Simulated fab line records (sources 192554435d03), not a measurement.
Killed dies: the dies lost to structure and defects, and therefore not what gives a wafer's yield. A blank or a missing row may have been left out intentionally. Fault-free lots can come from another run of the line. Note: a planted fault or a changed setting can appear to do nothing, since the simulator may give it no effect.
Split-lot study || flow n5-finfet || 21 wafers read from 7 lots, route of 1938 steps

== THE SPLIT ITSELF ==
At N5_BEOL_M4_TRENCH_ETCH_37 (etches SiOC in C4F6/O2, target depth 55.555 nm, time 29.2 s), the setting bias-w was moved away from the recipe's 185 W on 6 of the 21 wafers read, by -8.9% to +17.8%. This setting was run at the recipe's value on the other wafers.

The reading comes from the split's own step.

== THE READING ==
rf-vpp-V, in V, at N5_BEOL_M4_TRENCH_ETCH_37 (etches SiOC in C4F6/O2, target depth 55.555 nm, time 29.2 s). A value of 664 V with a standard deviation of 10 V is what fault-free wafers of this fab line usually give.

{"wafer": "L074.4", "tool, chamber at the split": "rie-diel-01, 2", "bias-w as run, W": 185, "against the recipe": "recipe", "rf-vpp-V, V": 653, "against lot-mates on the recipe": "-"}
{"wafer": "L074.5", "tool, chamber at the split": "rie-diel-01, 3", "bias-w as run, W": 185, "against the recipe": "recipe", "rf-vpp-V, V": 668, "against lot-mates on the recipe": "-"}
{"wafer": "L074.6", "tool, chamber at the split": "rie-diel-01, 1", "bias-w as run, W": 185, "against the recipe": "recipe", "rf-vpp-V, V": 673, "against lot-mates on the recipe": "-"}
{"wafer": "L077.4", "tool, chamber at the split": "rie-diel-02, 2", "bias-w as run, W": 185, "against the recipe": "recipe", "rf-vpp-V, V": 647, "against lot-mates on the recipe": "-"}
{"wafer": "L077.5", "tool, chamber at the split": "rie-diel-02, 0", "bias-w as run, W": 168.6, "against the recipe": "-8.9%", "rf-vpp-V, V": 615, "against lot-mates on the recipe": -36}
{"wafer": "L077.6", "tool, chamber at the split": "rie-diel-02, 3", "bias-w as run, W": 185, "against the recipe": "recipe", "rf-vpp-V, V": 656, "against lot-mates on the recipe": "-"}
{"wafer": "L083.2", "tool, chamber at the split": "rie-diel-02, 2", "bias-w as run, W": 185, "against the recipe": "recipe", "rf-vpp-V, V": 648, "against lot-mates on the recipe": "-"}
{"wafer": "L083.3", "tool, chamber at the split": "rie-diel-02, 1", "bias-w as run, W": 210.2, "against the recipe": "+13.6%", "rf-vpp-V, V": 749, "against lot-mates on the recipe": "+88"}
{"wafer": "L083.6", "tool, chamber at the split": "rie-diel-02, 1", "bias-w as run, W": 185, "against the recipe": "recipe", "rf-vpp-V, V": 675, "against lot-mates on the recipe": "-"}
{"wafer": "L087.2", "tool, chamber at the split": "rie-diel-02, 1", "bias-w as run, W": 185, "against the recipe": "recipe", "rf-vpp-V, V": 674, "against lot-mates on the recipe": "-"}
{"wafer": "L087.3", "tool, chamber at the split": "rie-diel-02, 2", "bias-w as run, W": 185, "against the recipe": "recipe", "rf-vpp-V, V": 646, "against lot-mates on the recipe": "-"}
{"wafer": "L087.4", "tool, chamber at the split": "rie-diel-02, 0", "bias-w as run, W": 185, "against the recipe": "recipe", "rf-vpp-V, V": 663, "against lot-mates on the recipe": "-"}
{"wafer": "L095.1", "tool, chamber at the split": "rie-diel-02, 0", "bias-w as run, W": 185, "against the recipe": "recipe", "rf-vpp-V, V": 663, "against lot-mates on the recipe": "-"}
{"wafer": "L095.3", "tool, chamber at the split": "rie-diel-02, 1", "bias-w as run, W": 185, "against the recipe": "recipe", "rf-vpp-V, V": 675, "against lot-mates on the recipe": "-"}
{"wafer": "L095.5", "tool, chamber at the split": "rie-diel-02, 3", "bias-w as run, W": 217.9, "against the recipe": "+17.8%", "rf-vpp-V, V": 748, "against lot-mates on the recipe": "+79"}
{"wafer": "L096.3", "tool, chamber at the split": "rie-diel-01, 2", "bias-w as run, W": 185, "against the recipe": "recipe", "rf-vpp-V, V": 652, "against lot-mates on the recipe": "-"}
{"wafer": "L096.4", "tool, chamber at the split": "rie-diel-01, 0", "bias-w as run, W": 185, "against the recipe": "recipe", "rf-vpp-V, V": 657, "against lot-mates on the recipe": "-"}
{"wafer": "L096.5", "tool, chamber at the split": "rie-diel-01, 0", "bias-w as run, W": 174.8, "against the recipe": "-5.5%", "rf-vpp-V, V": 628, "against lot-mates on the recipe": -26}
{"wafer": "L097.2", "tool, chamber at the split": "rie-diel-03, 3", "bias-w as run, W": 213.8, "against the recipe": "+15.6%", "rf-vpp-V, V": 734, "against lot-mates on the recipe": "+71"}
{"wafer": "L097.3", "tool, chamber at the split": "rie-diel-03, 0", "bias-w as run, W": 185, "against the recipe": "recipe", "rf-vpp-V, V": 663, "against lot-mates on the recipe": "-"}
{"wafer": "L097.6", "tool, chamber at the split": "rie-diel-03, 2", "bias-w as run, W": 213.8, "against the recipe": "+15.6%", "rf-vpp-V, V": 750, "against lot-mates on the recipe": "+87"}

FIT RESULTS
A straight line over all 21 wafers: rf-vpp-V changes by +5.35 V for each +1% of bias-w; r = +0.97; the points scatter about the line by 10 V.
The same after taking each lot's own level away (the mean of its wafers on the recipe; 21 wafers): +5 V for each +1%; r = +0.97; scatter 9.6 V.
Per that fit: largest bias-w move, reading shift of 89 V.
From 651.5 to 669.0 V: that is the span of the lots' own levels, equal to 1.8 times the standard deviation above.
Hence the lot-to-lot level has little effect on the slope; both slopes agree.
Check: +94.4 V against its lot-mates is what the line predicts for one of the wafers moved furthest among these (+17.8%) when that wafer is left out of the fit. Against them it came out at +79 V.
Tool readings at the split's step, against how far the setting was moved: rf-vpp-V r = +0.97.

== FURTHER SPLITS ON THESE WAFERS ==
Before the reading, these wafers also passed through other splits. Each is held against what the fit with the lots' levels taken away leaves over:
{"other split on the same wafers": "N5_BEOL_M1_ILD_DEP_00 time-s", "wafers away from the commonest value": 6, "r with rf-vpp-V (lot level and that fit taken away)": -0.09}
{"other split on the same wafers": "N5_BEOL_M1_COAT_05 spin-rpm", "wafers away from the commonest value": 6, "r with rf-vpp-V (lot level and that fit taken away)": -0.08}
{"other split on the same wafers": "N5_BEOL_M2_TRENCH_ETCH_37 source-w", "wafers away from the commonest value": 9, "r with rf-vpp-V (lot level and that fit taken away)": "+0.20"}
{"other split on the same wafers": "N5_BEOL_M3_COAT_68 spin-rpm", "wafers away from the commonest value": 4, "r with rf-vpp-V (lot level and that fit taken away)": "+0.19"}
{"other split on the same wafers": "N5_BEOL_M3_COAT_76 spin-rpm", "wafers away from the commonest value": 5, "r with rf-vpp-V (lot level and that fit taken away)": "+0.16"}

== THE FILE'S OWN FIT ==
rf-vpp-V changes by +5.03 V for each +1% of bias-w, r = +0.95.
